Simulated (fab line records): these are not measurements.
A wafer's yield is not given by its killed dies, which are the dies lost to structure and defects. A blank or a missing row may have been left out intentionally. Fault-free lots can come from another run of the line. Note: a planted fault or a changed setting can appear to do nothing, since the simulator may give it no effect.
fab line records	flow n5_finfet
[record] lots = 7	wafers = 18	last_day = 18
route steps=1938 shown BEOL_M7@1317 PASSIVATION@1936
lots that met no fault: from a run of the same line without faults
start_h: hours from the record's first day to the start of the lot's first wafer shown	wait_h: hours from the lot's prior step to this one	" as in the row above	L1.1+2: one row covering several wafers at once	- no value, or no start was given	* or withheld: withheld	< > ~ a bound
route shown NAME@n: a module of which the file shows steps, and the number in the route of the first	usual: mean/standard deviation taken from wafers without a fault	same: alike in all rows	chamber/n: place in a boat	sites: per-site readings	_std_site: the values' standard deviation	_edge_site: outer sites' mean less inner sites'	radius_mm: for every site, how far away it sits from the centre of the wafer	mask NAME#n: copy n	behind: the most recent tool/chamber to have shaped the wafer	hold: what put the lot on hold/how long, in hours/how the hold closed	device: the n, p or np transistor that did not switch	end of line: tests of these same wafers at the route's end	a step without rows: its recipe alone	killed: dies that structure and defects cost at the first sort, which is not the same as the wafer's yield	map: a wafer's dies, marking killed ones x, the rest . and places with no die _
set.NAME: the setting as run; set.NAME@STEP: as run at that earlier step	model.NAME: the simulator's own value behind a step, which no gauge read
a table for each step, a row for each wafer; lots at some steps of the route
services: the hour from which a tool's chamber was out of use, counted from the record's first day as start_h (under 0 if before that day), plus the number of hours and why
[[steps]]
[step N5_BEOL_M7_CURE_75]
[recipe] temp_c = 370	time_s = 120	ambient = DMADMS/He	material = SiCOH_lowk
[usual] lamp_power_pct = 52.32/0.049	wafer_temp_C_max = 371.7/0.69
lot.wafer	tool	chamber	start_h	wait_h	lamp_power_pct	wafer_temp_C_max
L942.1	uv_cure-02	0	228.44	0.2	52.26	371.4
L942.2	"	0	"	"	52.35	371.8
L942.4	"	0	"	"	52.30	371.8
L943.1	uv_cure-02	2	232.01	0.0	52.27	371.0
L943.4	"	2	"	"	52.30	370.7
L943.6	"	2	"	"	52.23	370.8
L953.1	uv_cure-02	1	304.08	0.0	52.35	371.3
L953.4	"	1	"	"	52.27	370.9
L954.4	uv_cure-03	0	309.93	0.2	52.34	371.8
L954.6	"	0	"	"	52.25	372.1
L956.1	uv_cure-03	2	317.68	0.0	52.37	370.7
L956.4	"	2	"	"	52.32	370.4
L960.1	uv_cure-03	1	319.44	0.0	52.31	371.6
L960.4	"	1	"	"	52.30	372.0
L960.5	"	1	"	"	52.35	371.7
L963.2	uv_cure-02	0	345.44	0.1	52.36	371.8
L963.3	"	0	"	"	52.35	371.8
L963.5	"	0	"	"	52.39	371.1
[step N5_BEOL_M7_DEGAS_44]
[recipe] ambient = vacuum	temp_c = 250	time_s = 60
[step N5_BEOL_M7_PRE_CLEAN_45]
[recipe] gas = H2/He	time_s = 30	temp_c = 250
[usual] heater_power_w = 342/41
lot.wafer	tool	chamber	start_h	wait_h	heater_power_w
L942.1	pvd_sputter-01	-	229.06	0.0	384
L942.2	"	-	"	"	358
L942.4	"	-	"	"	360
L943.1	pvd_sputter-01	-	232.49	0.0	361
L943.4	"	-	"	"	324
L943.6	"	-	"	"	364
L953.1	pvd_sputter-02	-	304.82	0.0	295
L953.4	"	-	"	"	350
L954.4	pvd_sputter-01	-	310.16	0.0	397
L954.6	"	-	"	"	394
L956.1	pvd_sputter-03	-	319.01	0.0	303
L956.4	"	-	"	"	342
L960.1	pvd_sputter-02	-	320.15	0.0	333
L960.4	"	-	"	"	294
L960.5	"	-	"	"	333
L963.2	pvd_sputter-03	-	346.15	0.0	311
L963.3	"	-	"	"	358
L963.5	"	-	"	"	303
[step N5_BEOL_M7_ALD_77]
[recipe] material = TaN	target_thk_a = 20	temp_c = 275	ald_precursor_family = PDMAT	ald_co_reactant = NH3	pressure_torr = 3	carrier_flow_sccm = 1500	pulse_time_s = 2	purge_time_s = 3	co_reactant_purge_time_s = 2	co_reactant_pulse_time_s = 3	ald_cycles = 40	precursor_vessel_temp_c = 75	precursor_vessel_pressure_torr = 26.25	precursor_vessel_carrier_sccm = 1000
[usual] heater_power_w = 385/39
lot.wafer	tool	chamber	start_h	wait_h	heater_power_w
L942.1	ald_metal-01	3	229.15	0.1	409
L942.2	"	1	"	"	320
L942.4	"	3	"	"	411
L943.1	ald_metal-02	3	232.55	0.0	373
L943.4	"	0	"	"	428
L943.6	"	2	"	"	360
L953.1	ald_metal-01	1	305.01	0.2	327
L953.4	"	2	"	"	426
L954.4	ald_metal-01	3	310.22	0.0	404
L954.6	"	2	"	"	417
L956.1	ald_metal-01	0	319.12	0.1	385
L956.4	"	2	"	"	428
L960.1	ald_metal-01	2	320.21	0.0	430
L960.4	"	1	"	"	307
L960.5	"	2	"	"	434
L963.2	ald_metal-01	3	346.21	0.0	416
L963.3	"	2	"	"	434
L963.5	"	3	"	"	400
[step N5_BEOL_M7_SURFACE_TREAT_79]
[recipe] gas = Ar	time_s = *	ion_energy_ev = *	ion_current_ma_cm2 = 0.5	pressure_mtorr = *	ar_flow_sccm = 30
[usual] ar_flow_sccm = 29.99/0.075	throttle_valve_pct = *
lot.wafer	tool	chamber	start_h	wait_h	ar_flow_sccm	throttle_valve_pct
L942.1	pvd_sputter-03	-	229.51	0.2	30.01	*
L942.2	"	-	"	"	30.05	*
L942.4	"	-	"	"	29.91	*
L943.1	pvd_sputter-03	-	234.13	1.4	29.89	*
L943.4	"	-	"	"	29.86	*
L943.6	"	-	"	"	29.94	*
L953.1	pvd_sputter-02	-	305.30	0.2	29.97	*
L953.4	"	-	"	"	30.11	*
L954.4	pvd_sputter-02	-	310.52	0.2	29.87	*
L954.6	"	-	"	"	30.03	*
L956.1	pvd_sputter-03	-	319.45	0.2	30.03	*
L956.4	"	-	"	"	30.01	*
L960.1	pvd_sputter-01	-	320.52	0.2	30.14	*
L960.4	"	-	"	"	29.92	*
L960.5	"	-	"	"	30.02	*
L963.2	pvd_sputter-03	-	346.53	0.2	29.96	*
L963.3	"	-	"	"	30.03	*
L963.5	"	-	"	"	29.96	*
[step N5_BEOL_M7_CVD_78]
[recipe] material = Co	target_thk_a = 20	temp_c = withheld	precursor = CCTBA/H2	pressure_torr = 30	time_s = 142.3
[step N5_BEOL_M7_SPUTTER_48]
[recipe] material = Cu	target_thk_a = 100	temp_c = -20	bias_v = 60	power_w = 26000	chamber_pressure_pa = 0.13	time_s = 1.667
[usual] substrate_temp_c = -20.00/0.099	throttle_valve_pct = 30.0/0.93
lot.wafer	tool	chamber	start_h	wait_h	substrate_temp_c	throttle_valve_pct
L942.1	pvd_sputter-03	-	231.47	1.6	-20.09	31.0
L942.2	"	-	"	"	-20.14	29.9
L942.4	"	-	"	"	-19.91	28.5
L943.1	pvd_sputter-01	-	234.53	0.1	-19.80	28.7
L943.4	"	-	"	"	-19.77	31.7
L943.6	"	-	"	"	-19.96	29.9
L953.1	pvd_sputter-03	-	305.47	0.1	-20.12	29.8
L953.4	"	-	"	"	-19.82	29.8
L954.4	pvd_sputter-01	-	310.70	0.0	-19.95	28.7
L954.6	"	-	"	"	-19.89	29.3
L956.1	pvd_sputter-03	-	319.69	0.1	-20.31	30.2
L956.4	"	-	"	"	-20.11	29.5
L960.1	pvd_sputter-02	-	320.77	0.1	-19.94	31.1
L960.4	"	-	"	"	-19.99	29.7
L960.5	"	-	"	"	-20.02	31.3
L963.2	pvd_sputter-02	-	346.85	0.2	-19.93	29.7
L963.3	"	-	"	"	-20.00	30.7
L963.5	"	-	"	"	-20.16	29.5
[step N5_BEOL_M7_ECD_50]
[recipe] material = Cu	target_thk_a = 3000
[step N5_BEOL_M7_ANNEAL_51]
[recipe] temp_c = 225	time_s = 90	ambient = N2
[step N5_BEOL_M7_CMP_52]
[recipe] stop_on = SiCOH_lowk	t_overpolish_s = 6.9	down_force_psi = 1	platen_rpm = 50	clearing_platen_down_force_psi = 1.5	clearing_platen_rpm = 50	post_cmp_clean = cu_alkaline	target_thk_nm = 80	clearing_platen_pad_velocity_m_s = 0.99484	pad_velocity_m_s = 0.99484
[step N5_BEOL_M7_THK_MEAS_53]
[recipe] thk_meas_gauge = xrf	reads = Cu_of_BEOL_M7_ECD_50
[usual] M7_THK = 78.6/2.4
lot.wafer	tool	chamber	start_h	wait_h	M7_THK[nm]
L942.1	film_metro-01	-	232.49	-	83.8
L942.2	"	-	"	"	81.5
L942.4	"	-	"	"	76.8
L943.1	film_metro-02	-	235.71	-	80.4
L943.4	"	-	"	"	79.7
L943.6	"	-	"	"	81.0
L953.1	film_metro-01	-	306.35	-	76.7
L953.4	"	-	"	"	80.1
L954.4	film_metro-01	-	311.92	-	76.7
L954.6	"	-	"	"	80.5
L956.1	film_metro-02	-	320.49	-	79.0
L956.4	"	-	"	"	79.4
L960.1	film_metro-02	-	321.57	-	79.2
L960.4	"	-	"	"	78.0
L960.5	"	-	"	"	82.0
L963.2	film_metro-02	-	347.83	-	74.4
L963.3	"	-	"	"	74.5
L963.5	"	-	"	"	74.3
[step N5_BEOL_M7_PRE_CLEAN_55]
[recipe] gas = NH3	time_s = 15	temp_c = withheld	rf_power_w = 300
[step N5_BEOL_M7_DEP_56]
[recipe] material = SiCN	target_thk_a = 100	temp_c = withheld	precursor = 3MS/NH3	pressure_torr = 3	rf_w = 202	time_s = 17.5
[usual] showerhead_plenum_p_Torr = 3.666/0.013	throttle_valve_pct = 9.2/0.43
lot.wafer	tool	chamber	start_h	wait_h	showerhead_plenum_p_Torr	throttle_valve_pct	model.SiCN_of_BEOL_M7_DEP_56.thk_nm
L942.1	pecvd-04	2	232.55	0.0	3.640	8.6	10.2
L942.2	"	0	"	"	3.676	9.9	10.4
L942.4	"	1	"	"	3.687	9.2	10.2
L943.1	pecvd-02	2	235.77	0.0	3.656	8.7	10
L943.4	"	0	"	"	3.664	9.4	10
L943.6	"	2	"	"	3.666	8.7	10
L953.1	pecvd-02	0	306.41	0.0	3.663	9.4	18.4
L953.4	"	0	"	"	3.661	9.3	10.2
L954.4	pecvd-02	0	311.99	0.0	3.660	9.2	10
L954.6	"	2	"	"	3.666	8.5	18.4
L956.1	pecvd-02	1	320.56	0.0	3.663	9.1	18.4
L956.4	"	0	"	"	3.664	9.6	10.2
L960.1	pecvd-04	0	321.64	0.0	3.688	9.8	10.2
L960.4	"	2	"	"	3.643	8.6	10.4
L960.5	"	1	"	"	3.685	9.3	10.2
L963.2	pecvd-04	1	347.89	0.0	3.674	9.5	9.8
L963.3	"	2	"	"	3.644	8.8	10.2
L963.5	"	1	"	"	3.692	9.4	10
[step N5_BEOL_M7_RS_MEAS_57]
[recipe] thk_meas_gauge = four-point-probe	reads = Cu_of_BEOL_M7_ECD_50+Co_of_BEOL_M7_CVD_78+TaN_of_BEOL_M7_ALD_77
[usual] M7_RS = 0.289/0.01
lot.wafer	tool	chamber	start_h	wait_h	M7_RS[ohm/sq]
L942.1	film_metro-02	-	232.62	0.1	0.270
L942.2	"	-	"	"	0.277
L942.4	"	-	"	"	0.296
L943.1	film_metro-01	-	235.84	0.1	0.280
L943.4	"	-	"	"	0.282
L943.6	"	-	"	"	0.277
L953.1	film_metro-01	-	306.48	0.1	0.297
L953.4	"	-	"	"	0.281
L954.4	film_metro-02	-	312.05	0.0	0.298
L954.6	"	-	"	"	0.280
L956.1	film_metro-01	-	320.62	0.1	0.283
L956.4	"	-	"	"	0.285
L960.1	film_metro-01	-	321.71	0.1	0.287
L960.4	"	-	"	"	0.292
L960.5	"	-	"	"	0.275
L963.2	film_metro-02	-	347.96	0.1	0.304
L963.3	"	-	"	"	0.304
L963.5	"	-	"	"	0.305
[step N5_PASSIVATION_PROBE_49]
[usual] defect_limited_yield = 91.6/1.4	killed_at_M0_to_M3 = 33/10	killed_at_M4_up = 13/5.3	killed_at_contacts = 13/5.9	killed_at_front_end = 36/12	killed_at_other = 4/3.1	killed_dies = 99/16	killed_on_rim = 13/4.2	killed_open = 65/13	killed_short = 32/7.3	sort_bin_5_function = 4.9/0.9	sort_bin_6_memory = 3.1/0.66	sort_bin_8_speed = 0.0/0.42	sort_n_pass = 1081/17	sort_yield_pct = 91.6/1.4
[same] gross_dies = 1180	killed_at_back_side = 0	sort_bin_4_leakage[%] = 0
lot.wafer	tool	chamber	start_h	wait_h	defect_limited_yield[%]	killed_at_M0_to_M3	killed_at_M4_up	killed_at_contacts	killed_at_front_end	killed_at_other	killed_dies	killed_on_rim	killed_open	killed_short	sort_bin_5_function[%]	sort_bin_6_memory[%]	sort_bin_8_speed[%]	sort_n_pass	sort_yield_pct[%]
L943.1	prober-01	-	312.24	0.0	93.3	24	12	12	23	8	79	6	53	24	3.1	2.9	0	1101	93.3
L943.4	prober-01	-	312.39	0.2	92.2	47	9	12	23	1	92	13	63	28	4.4	3.2	0	1088	92.2
L943.6	prober-01	-	312.49	0.3	92.5	24	17	14	29	5	89	9	48	38	4.6	2.7	0	1091	92.5
L953.4	prober-02	-	379.54	0.2	90.9	36	18	10	34	9	107	15	75	32	5.1	3.8	0	1073	90.9
L956.4	prober-01	-	398.07	0.2	91.6	25	9	28	34	3	99	16	68	29	4.9	3.1	0	1081	91.6
L960.5	prober-01	-	404.48	0.2	94.0	27	9	8	20	7	71	15	45	22	3.1	2.7	0	1109	94.0
// killed by level:class
L943.1 MOL_CONTACT_COAG:geometric_particle:open=8 BEOL_M2:geometric_particle:open=8 FIN_SAQP:geometric_particle:open=4 GATE_CUT:geometric_particle:short=4 MOL_CONTACT_COAG:geometric_particle:short=4 BEOL_M0_SAQP:geometric_particle:short=4 BEOL_M4:geometric_particle:open=4 BEOL_M6:geometric_particle:open=4
L943.4 BEOL_M2:geometric_particle:open=11 MOL_CONTACT_COAG:geometric_particle:open=9 BEOL_M0_SAQP:geometric_particle:short=8 BEOL_M0_SAQP:geometric_particle:open=7 BEOL_M1:geometric_particle:open=6 BEOL_M3:geometric_particle:open=6 STARTING-WAFER:geometric_particle:open=4 BEOL_M3:geometric_particle:short=4
L943.6 MOL_CONTACT_COAG:geometric_particle:open=11 FIN_SAQP:geometric_particle:short=7 BEOL_M4:geometric_particle:open=7 BEOL_M0_SAQP:geometric_particle:short=6 ILD0:geometric_particle:short=4 BEOL_M2:geometric_particle:open=4 BEOL_M3:geometric_particle:short=4 DUMMY_GATE:geometric_particle:open=3
L953.4 BEOL_M2:geometric_particle:open=14 BEOL_M3:geometric_particle:open=10 FIN_SAQP:geometric_particle:open=6 MOL_CONTACT_COAG:geometric_particle:open=6 BEOL_M4:geometric_particle:open=6 BEOL_M5:geometric_particle:open=5 DUMMY_GATE:geometric_particle:open=5 BEOL_M0_SAQP:geometric_particle:short=5
L956.4 MOL_CONTACT_COAG:geometric_particle:open=22 DUMMY_GATE:geometric_particle:open=7 MOL_CONTACT_COAG:geometric_particle:short=6 FIN_SAQP:geometric_particle:open=5 STI_FIN_REVEAL:geometric_particle:open=5 BEOL_M0:geometric_particle:open=5 BEOL_M1:geometric_particle:short=4 BEOL_M1:geometric_particle:open=4
L960.5 MOL_CONTACT_COAG:geometric_particle:open=7 BEOL_M1:geometric_particle:open=7 GATE_CUT:geometric_particle:open=6 BEOL_M3:geometric_particle:open=6 BEOL_M0_SAQP:geometric_particle:short=5 MIM_BOT:geometric_particle:short=5 GATE_CUT:geometric_particle:short=3 BEOL_M0_SAQP:geometric_particle:open=3
[[services]]
tool	chamber	start_h	hours	kind
ald_metal-01	2	219.39	22.7	repair
pecvd-02	1	233.21	2.1	scheduled_down
ald_metal-01	0	233.40	26.1	repair
ald_metal-01	3	243.53	3.2	repair
ald_metal-02	3	248.53	27.0	repair
pecvd-04	0	256.02	5.2	repair
uv_cure-02	-	260.18	6.9	repair
pecvd-02	0	273.00	5.5	scheduled_down
pecvd-04	2	301.00	2.5	repair
ald_metal-01	1	314.91	2.5	repair
pecvd-04	1	322.83	2.1	scheduled_down
ald_metal-01	1	327.97	27.9	repair
pecvd-02	-	337.78	0.8	pm
[[key]]
first_sign none at tools or gauges
[model_effect] step = N5_BEOL_M7_DEP_56	value = SiCN_of_BEOL_M7_DEP_56.thk_nm	without = 10	struck = 18.4
met_at N5_BEOL_M7_DEP_56
struck_wafers L953.1,L954.6,L956.1
onset_between 235.77 306.41
[fault] kind = process_parameter_drift	tool = pecvd-02	chamber = -	onset_h = 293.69	steps = N5_BEOL_M7_DEP_56	channel = time_s	offset = *	shape = step	end_h = 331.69	scope = struck_wafers_only	acts_in = *	stated = *
